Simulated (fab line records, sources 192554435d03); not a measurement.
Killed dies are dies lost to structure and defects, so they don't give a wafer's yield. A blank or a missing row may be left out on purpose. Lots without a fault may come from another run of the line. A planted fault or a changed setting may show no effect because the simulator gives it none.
A struck lot beside a sound one | flow n5_finfet | 15 steps out of a route of 1938
Sound: wafers L602.1, L602.4, L602.6. Struck: wafers L616.2, L616.3, L616.5. The cause comes at the end.
At each step with rows: each side's tool, then ch and its chambers, then its first start. Under that, the readings that differ: sound wafers | struck wafers | difference of the means | sigmas: that difference in standard deviations of wafers without a fault.
alike: readings whose means differ by less than 2 such deviations, and words and numbers that are the same on both sides. not compared: withheld readings, readings that some wafer has no value for, bounds like >300 that may hide the same value, and numbers for which the record gives no deviation and whose values overlap.
The two part at a step that has a row with sigmas, a row that says differs or no value, or rows on one side only. Numbers that don't overlap but have no deviation are shown without sigmas and don't part them. A reading that every wafer of one side lacks parts them only if that side has two wafers or more.

N5_BEOL_M4_DEGAS_44: time 60 s.
  sound on pvd_sputter-02, day 9 19:36; struck on pvd_sputter-02, day 13 11:53
  alike: heater_power_w
N5_BEOL_M4_PRE_CLEAN_45: time 30 s.
  sound on pvd_sputter-02, day 9 19:38; struck on pvd_sputter-02, day 13 11:55
  alike: heater_power_w
then, 1 step without rows for these wafers: N5_BEOL_M4_ALD_84 (deposits TaN, pulse time 2 s, purge time 3 s, co reactant purge time 2 s).
N5_BEOL_M4_SURFACE_TREAT_85:
  sound on pvd_sputter-01, day 9 20:13; struck on pvd_sputter-03, day 13 12:13
  not compared: throttle_valve_pct
then, 1 step without rows for these wafers: N5_BEOL_M4_CVD_47 (deposits Co from CCTBA/H2, target thk 3 nm, time 223.8 s).
N5_BEOL_M4_SPUTTER_48: material Cu, target thk 4.5 nm, time 8.29 s.
  sound on pvd_sputter-01, day 9 20:45; struck on pvd_sputter-02, day 13 12:29
  alike: throttle_valve_pct
then, 5 steps without rows for these wafers: N5_BEOL_M4_ANNEAL_49 (time 240 s); N5_BEOL_M4_SPUTTER_79 (material Cu, target thk 4.5 nm, time 8.29 s); N5_BEOL_M4_ANNEAL_80 (time 240 s); N5_BEOL_M4_SPUTTER_81 (material Cu, target thk 4.5 nm, time 8.29 s); N5_BEOL_M4_ANNEAL_82 (time 240 s).
N5_BEOL_M4_SPUTTER_86: material Cu, target thk 4.5 nm, time 8.29 s.
  sound on pvd_sputter-01, day 9 21:25; struck on pvd_sputter-02, day 13 13:08
  alike: throttle_valve_pct
N5_BEOL_M4_ANNEAL_87: time 240 s.
  sound on pvd_sputter-01, day 9 21:29; struck on pvd_sputter-02, day 13 13:13
  no value came back on the struck wafers for heater_power_w (W), susceptor_temp_C (C); on the sound wafers heater_power_w (W) reads 672 734 760
then, 1 step without rows for these wafers: N5_BEOL_M4_SPUTTER_88 (material Cu, target thk 4.5 nm, time 8.29 s).
N5_BEOL_M4_RC_MEAS_101:
  sound on prober-02 ch 0, day 9 23:37; struck on prober-01 ch 0, day 13 15:30
  alike: DIBL_N, DIBL_P, IOFF_N, IOFF_P, ION_N, ION_P, SS_N, SS_P, VT_N, VT_P

WHERE THEY PART
Only at N5_BEOL_M4_ANNEAL_87, within this record. Later steps at which nothing parts them and some readings are alike: N5_BEOL_M4_RC_MEAS_101.

WHY: what the simulator had put in
Skipped step whole: pvd_sputter-02, from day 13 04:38 on, at N5_BEOL_M4_ANNEAL_87. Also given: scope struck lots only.
